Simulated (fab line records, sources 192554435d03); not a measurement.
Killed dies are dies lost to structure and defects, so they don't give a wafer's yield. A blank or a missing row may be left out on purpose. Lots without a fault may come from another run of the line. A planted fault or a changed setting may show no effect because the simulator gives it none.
Which tool did it? | flow n5_finfet | 24 lots, 72 wafers sampled, at 5 steps of a route of 1938

WHAT THE GAUGES READ, wafer by wafer
N5_BEOL_M11_INSPECT_30: inspects for defects (brightfield). Usual: raw_defect_count 434, standard deviation 110.
lot  | measured     | on                | raw_defect_count | flag
L074 | day 10 12:19 | defect_inspect-02 | 322 329 262      |
L075 | day 11 00:43 | defect_inspect-02 | 335 473 331      |
L076 | day 11 04:17 | defect_inspect-02 | 481 393 615      |
L077 | day 11 06:44 | defect_inspect-01 | 465 510 592      |
L078 | day 11 13:14 | defect_inspect-01 | 262 323 494      |
L079 | day 12 01:25 | defect_inspect-01 | 451 297 378      |
L080 | day 12 08:28 | defect_inspect-01 | 376 432 450      |
L084 | day 12 08:17 | defect_inspect-02 | 380 384 473      |
L081 | day 12 09:56 | defect_inspect-01 | 502 595 665      |
L082 | day 12 14:46 | defect_inspect-01 | 549 469 493      |
L083 | day 13 02:00 | defect_inspect-02 | 355 501 554      |
L086 | day 13 11:40 | defect_inspect-01 | 281 244 287      |
L085 | day 13 11:50 | defect_inspect-01 | 565 556 606      |
L088 | day 14 02:25 | defect_inspect-02 | 462 612 568      |
L087 | day 14 05:35 | defect_inspect-01 | 318 271 342      |
L089 | day 14 07:56 | defect_inspect-02 | 451 464 521      |
L090 | day 14 09:11 | defect_inspect-01 | 435 301 405      |
L092 | day 14 19:44 | defect_inspect-02 | 618 766 534      |
L095 | day 15 03:30 | defect_inspect-01 | 447 496 576      |
L093 | day 15 07:47 | defect_inspect-01 | 487 533 456      |
L094 | day 15 15:01 | defect_inspect-02 | 292 294 303      |
L096 | day 16 01:03 | defect_inspect-02 | 601 517 493      |
L097 | day 16 02:41 | defect_inspect-01 | 336 393 382      |
L091 | day 16 19:40 | defect_inspect-02 | 354 521 483      |

WHICH TOOL RAN EACH LOT (tool, then ch and the chambers of the sampled wafers, then the start)
lot  | N5_BEOL_M10_ALD_74                  | N5_BEOL_M11_CURE_71           | N5_BEOL_M11_HM_OPEN_17            | N5_BEOL_M11_STRIP_19
L074 | ald_metal-03 ch 0,2,3, day 10 03:45 | uv_cure-01 ch 0, day 10 07:26 | rie_metal-01 ch 0,1, day 10 11:00 | rie_diel-03 ch 0,1,3, day 10 11:07
L075 | ald_metal-02 ch 0,1, day 10 16:35   | uv_cure-03 ch 2, day 10 18:39 | rie_metal-03 ch 0,1, day 10 23:10 | rie_diel-03 ch 0,1,2, day 10 23:18
L076 | ald_metal-03 ch 0,3, day 10 22:40   | uv_cure-03 ch 2, day 11 00:28 | rie_metal-02 ch 0,1, day 11 02:32 | rie_diel-05 ch 0,1,2, day 11 02:41
L077 | ald_metal-01 ch 0,1,2, day 11 01:58 | uv_cure-02 ch 2, day 11 03:45 | rie_metal-03 ch 0,1, day 11 06:05 | rie_diel-03 ch 0,1, day 11 06:10
L078 | ald_metal-01 ch 0,2, day 11 07:40   | uv_cure-01 ch 0, day 11 09:22 | rie_metal-02 ch 0,1, day 11 12:35 | rie_diel-05 ch 1,2, day 11 12:41
L079 | ald_metal-03 ch 0,1,3, day 11 19:24 | uv_cure-02 ch 2, day 11 20:59 | rie_metal-02 ch 0,1, day 11 23:14 | rie_diel-03 ch 0,3, day 11 23:30
L080 | ald_metal-03 ch 0,1,3, day 11 23:08 | uv_cure-02 ch 2, day 12 02:25 | rie_metal-02 ch 0,1, day 12 05:05 | rie_diel-03 ch 0,1,3, day 12 05:12
L084 | ald_metal-03 ch 0,2,3, day 12 02:46 | uv_cure-02 ch 2, day 12 04:37 | rie_metal-02 ch 1, day 12 06:20   | rie_diel-05 ch 0,1,2, day 12 06:27
L081 | ald_metal-01 ch 1,2,3, day 12 03:51 | uv_cure-02 ch 2, day 12 05:44 | rie_metal-03 ch 0,1, day 12 09:18 | rie_diel-05 ch 0,1,3, day 12 09:25
L082 | ald_metal-03 ch 0,2, day 12 09:33   | uv_cure-03 ch 1, day 12 11:17 | rie_metal-01 ch 0,1, day 12 14:10 | rie_diel-05 ch 0,2,3, day 12 14:21
L083 | ald_metal-01 ch 1,2,3, day 12 19:09 | uv_cure-03 ch 2, day 12 22:41 | rie_metal-03 ch 0,1, day 13 01:20 | rie_diel-04 ch 0,1,3, day 13 01:35
L086 | ald_metal-02 ch 0,3, day 13 04:01   | uv_cure-01 ch 2, day 13 06:26 | rie_metal-01 ch 0,1, day 13 10:08 | rie_diel-05 ch 1,2,3, day 13 10:20
L085 | ald_metal-01 ch 1,2,3, day 13 05:17 | uv_cure-03 ch 0, day 13 07:08 | rie_metal-02 ch 0,1, day 13 10:21 | rie_diel-03 ch 0,3, day 13 10:28
L088 | ald_metal-01 ch 0,1,3, day 13 19:53 | uv_cure-01 ch 0, day 13 21:38 | rie_metal-03 ch 0,1, day 14 01:38 | rie_diel-05 ch 0,2,3, day 14 01:58
L087 | ald_metal-03 ch 0,1, day 13 23:32   | uv_cure-01 ch 2, day 14 01:16 | rie_metal-03 ch 0,1, day 14 04:19 | rie_diel-05 ch 0,2,3, day 14 04:41
L089 | ald_metal-01 ch 1,2,3, day 14 03:26 | uv_cure-02 ch 1, day 14 05:14 | rie_metal-02 ch 0,1, day 14 07:16 | rie_diel-03 ch 1,3, day 14 07:23
L090 | ald_metal-01 ch 0,1,2, day 14 03:42 | uv_cure-02 ch 2, day 14 06:29 | rie_metal-01 ch 0,1, day 14 08:26 | rie_diel-03 ch 0,2,3, day 14 08:40
L092 | ald_metal-02 ch 1,2,3, day 14 14:46 | uv_cure-03 ch 1, day 14 16:53 | rie_metal-03 ch 0,1, day 14 19:14 | rie_diel-03 ch 1,2,3, day 14 19:19
L095 | ald_metal-03 ch 0,1,2, day 14 21:47 | uv_cure-01 ch 0, day 14 23:29 | rie_metal-03 ch 0,1, day 15 01:37 | rie_diel-05 ch 0,1,2, day 15 01:52
L093 | ald_metal-03 ch 0,2,3, day 15 00:46 | uv_cure-03 ch 0, day 15 02:50 | rie_metal-02 ch 0, day 15 06:12   | rie_diel-03 ch 1,2,3, day 15 06:29
L094 | ald_metal-01 ch 0,2,3, day 15 09:17 | uv_cure-03 ch 0, day 15 11:39 | rie_metal-03 ch 0,1, day 15 13:14 | rie_diel-03 ch 0,1,2, day 15 13:21
L096 | ald_metal-03 ch 0,1,3, day 15 17:08 | uv_cure-01 ch 1, day 15 19:56 | rie_metal-01 ch 0,1, day 15 21:52 | rie_diel-03 ch 0,2,3, day 15 21:59
L097 | ald_metal-02 ch 0,2, day 15 20:19   | uv_cure-01 ch 1, day 15 22:04 | rie_metal-02 ch 0,1, day 16 02:09 | rie_diel-04 ch 0,2,3, day 16 02:16
L091 | ald_metal-02 ch 2,3, day 16 13:00   | uv_cure-03 ch 1, day 16 14:54 | rie_metal-02 ch 0,1, day 16 18:13 | rie_diel-05 ch 1,2,3, day 16 18:19
- N5_BEOL_M10_ALD_74: deposits TaN, target thk 2 nm, pulse time 2 s, purge time 3 s.
- N5_BEOL_M11_CURE_71: cures SiCOH lowk, time 240 s.
- N5_BEOL_M11_HM_OPEN_17: chemistry Cl2/BCl3, target TiN, target depth 20 nm, overetch 6 nm.
- N5_BEOL_M11_STRIP_19: strips in O2.

WHAT THE TOOLS THEMSELVES READ (means of the sampled wafers that have a number; where no wafer has one, the mark that the record gives instead)
N5_BEOL_M10_ALD_74. Usual: heater_power_w 429 W, standard deviation 37.
lot  | tool         | heater_power_w (W) | flag
L074 | ald_metal-03 | 429                |
L075 | ald_metal-02 | 423                |
L076 | ald_metal-03 | 424                |
L077 | ald_metal-01 | 412                |
L078 | ald_metal-01 | 412                |
L079 | ald_metal-03 | 418                |
L080 | ald_metal-03 | 408                |
L084 | ald_metal-03 | 432                |
L081 | ald_metal-01 | 437                |
L082 | ald_metal-03 | 449                |
L083 | ald_metal-01 | 434                |
L086 | ald_metal-02 | 447                |
L085 | ald_metal-01 | 439                |
L088 | ald_metal-01 | 465                |
L087 | ald_metal-03 | 422                |
L089 | ald_metal-01 | 445                |
L090 | ald_metal-01 | 419                |
L092 | ald_metal-02 | 450                |
L095 | ald_metal-03 | 431                |
L093 | ald_metal-03 | 432                |
L094 | ald_metal-01 | 419                |
L096 | ald_metal-03 | 392                |
L097 | ald_metal-02 | 418                |
L091 | ald_metal-02 | 451                |

N5_BEOL_M11_CURE_71. Usual: lamp_power_pct 52.31 %, standard deviation 0.055; wafer_temp_C_max 386.8, standard deviation 0.55.
lot  | tool       | lamp_power_pct (%) | wafer_temp_C_max | flag
L074 | uv_cure-01 | 52.31              | 387.3            |
L075 | uv_cure-03 | 52.29              | 387.0            |
L076 | uv_cure-03 | 52.32              | 386.5            |
L077 | uv_cure-02 | 52.40              | 386.7            |
L078 | uv_cure-01 | 52.29              | 387.4            |
L079 | uv_cure-02 | 52.32              | 386.6            |
L080 | uv_cure-02 | 52.34              | 386.6            |
L084 | uv_cure-02 | 52.26              | 386.3            |
L081 | uv_cure-02 | 52.31              | 386.8            |
L082 | uv_cure-03 | 52.34              | 387.5            |
L083 | uv_cure-03 | 52.26              | 386.6            |
L086 | uv_cure-01 | 52.37              | 386.2            |
L085 | uv_cure-03 | 52.36              | 386.3            |
L088 | uv_cure-01 | 52.27              | 387.5            |
L087 | uv_cure-01 | 52.30              | 386.4            |
L089 | uv_cure-02 | 52.26              | 386.9            |
L090 | uv_cure-02 | 52.35              | 387.1            |
L092 | uv_cure-03 | 52.30              | 387.2            |
L095 | uv_cure-01 | 52.31              | 387.5            |
L093 | uv_cure-03 | 52.33              | 386.4            |
L094 | uv_cure-03 | 52.35              | 386.5            |
L096 | uv_cure-01 | 52.30              | 386.3            |
L097 | uv_cure-01 | 52.30              | 386.2            |
L091 | uv_cure-03 | 52.31              | 387.6            |

N5_BEOL_M11_HM_OPEN_17. Usual: drypump_motor_current_A 5.7 A, standard deviation 0.41; oes_product_au 0.63 a.u., standard deviation 0.058; throttle_valve_pct 21.99 %, standard deviation 0.15.
lot  | tool         | drypump_motor_current_A (A) | oes_product_au (a.u.) | throttle_valve_pct (%) | flag
L074 | rie_metal-01 | 6.1                         | 0.60                  | 21.85                  |
L075 | rie_metal-03 | 5.5                         | 0.60                  | 22.15                  |
L076 | rie_metal-02 | 5.5                         | 0.71                  | 21.90                  |
L077 | rie_metal-03 | 5.5                         | 0.61                  | 22.15                  |
L078 | rie_metal-02 | 5.7                         | 0.66                  | 21.94                  |
L079 | rie_metal-02 | 5.7                         | 0.67                  | 21.92                  |
L080 | rie_metal-02 | 5.7                         | 0.66                  | 21.95                  |
L084 | rie_metal-02 | 6.0                         | 0.61                  | 21.98                  |
L081 | rie_metal-03 | 5.5                         | 0.61                  | 22.13                  |
L082 | rie_metal-01 | 6.4                         | 0.61                  | 21.79                  |
L083 | rie_metal-03 | 5.7                         | 0.60                  | 22.12                  |
L086 | rie_metal-01 | 6.2                         | 0.59                  | 21.89                  |
L085 | rie_metal-02 | 5.7                         | 0.65                  | 21.94                  |
L088 | rie_metal-03 | 5.5                         | 0.59                  | 22.16                  |
L087 | rie_metal-03 | 5.5                         | 0.59                  | 22.16                  |
L089 | rie_metal-02 | 5.7                         | 0.64                  | 21.95                  |
L090 | rie_metal-01 | 6.2                         | 0.58                  | 21.88                  |
L092 | rie_metal-03 | 5.7                         | 0.60                  | 22.12                  |
L095 | rie_metal-03 | 5.7                         | 0.60                  | 22.12                  |
L093 | rie_metal-02 | 5.2                         | 0.72                  | 21.88                  |
L094 | rie_metal-03 | 5.5                         | 0.59                  | 22.16                  |
L096 | rie_metal-01 | 6.4                         | 0.61                  | 21.79                  |
L097 | rie_metal-02 | 5.7                         | 0.63                  | 21.97                  |
L091 | rie_metal-02 | 5.7                         | 0.63                  | 21.98                  |

N5_BEOL_M11_STRIP_19. Usual: drypump_motor_current_A 5.8 A, standard deviation 0.4; o2_flow_sccm 225.0 sccm, standard deviation 0.68; oes_product_au 0.80 a.u., standard deviation 0.07; rf_vpp_V 3.6 V, standard deviation 0.6; showerhead_plenum_p_Torr 2.11 Torr, standard deviation 0.083; throttle_valve_pct 16.68 %, standard deviation 0.2.
lot  | tool        | drypump_motor_current_A (A) | o2_flow_sccm (sccm) | oes_product_au (a.u.) | rf_vpp_V (V) | showerhead_plenum_p_Torr (Torr) | throttle_valve_pct (%) | flag
L074 | rie_diel-03 | 5.8                         | 224.9               | 0.78                  | 3.4          | 2.11                            | 16.76                  |
L075 | rie_diel-03 | 5.9                         | 225.7               | 0.77                  | 3.6          | 2.06                            | 16.68                  |
L076 | rie_diel-05 | 5.7                         | 224.7               | 0.85                  | 4.3          | 2.15                            | 16.65                  |
L077 | rie_diel-03 | 5.8                         | 225.6               | 0.72                  | 3.2          | 2.02                            | 16.78                  |
L078 | rie_diel-05 | 5.3                         | 225.7               | 0.84                  | 4.0          | 2.21                            | 16.51                  |
L079 | rie_diel-03 | 5.9                         | 224.9               | 0.84                  | 3.1          | 2.17                            | 16.76                  |
L080 | rie_diel-03 | 5.8                         | 224.8               | 0.78                  | 3.3          | 2.10                            | 16.78                  |
L084 | rie_diel-05 | 5.7                         | 225.4               | 0.83                  | 3.7          | 2.15                            | 16.67                  |
L081 | rie_diel-05 | 5.6                         | 225.3               | 0.88                  | 3.5          | 2.10                            | 16.53                  |
L082 | rie_diel-05 | 5.7                         | 225.0               | 0.88                  | 3.6          | 2.10                            | 16.57                  |
L083 | rie_diel-04 | 5.9                         | 225.3               | 0.75                  | 3.6          | 2.03                            | 16.78                  |
L086 | rie_diel-05 | 5.3                         | 225.2               | 0.86                  | 4.2          | 2.16                            | 16.44                  |
L085 | rie_diel-03 | 5.6                         | 224.8               | 0.78                  | 3.6          | 2.13                            | 16.83                  |
L088 | rie_diel-05 | 5.7                         | 225.0               | 0.84                  | 3.4          | 2.10                            | 16.60                  |
L087 | rie_diel-05 | 5.7                         | 224.0               | 0.86                  | 3.9          | 2.10                            | 16.61                  |
L089 | rie_diel-03 | 6.0                         | 224.4               | 0.75                  | 4.1          | 2.06                            | 16.78                  |
L090 | rie_diel-03 | 5.9                         | 224.8               | 0.79                  | 3.4          | 2.13                            | 16.70                  |
L092 | rie_diel-03 | 6.1                         | 224.7               | 0.78                  | 3.8          | 2.10                            | 16.70                  |
L095 | rie_diel-05 | 5.7                         | 225.0               | 0.80                  | 3.1          | 2.14                            | 16.71                  |
L093 | rie_diel-03 | 6.1                         | 225.0               | 0.78                  | 3.6          | 2.10                            | 16.70                  |
L094 | rie_diel-03 | 5.9                         | 225.0               | 0.72                  | 3.8          | 2.05                            | 16.75                  |
L096 | rie_diel-03 | 5.9                         | 224.5               | 0.78                  | 3.9          | 2.13                            | 16.75                  |
L097 | rie_diel-04 | 5.7                         | 224.8               | 0.71                  | 3.2          | 2.08                            | 16.66                  |
L091 | rie_diel-05 | 5.3                         | 225.1               | 0.82                  | 3.7          | 2.14                            | 16.51                  |

THE ANSWER, worked out from the rows above alone
Rule: a lot is off if the mean of its wafers that have a number lies more than 3 standard deviations from the usual mean. A lot without any number at a reading at which 4 lots or more have one is off too. The other lots that the step has rows for count as sound. The gauges are gone through in route order, then the tools' own readings, and for those a lot's mean is taken as printed above. The first step at which some lot is off is used, and at that step the reading that is off furthest; a lot without a number counts as furthest.
No lot is off at any reading shown: from this, nothing can be told.

WHAT THE SIMULATOR HAD PUT IN
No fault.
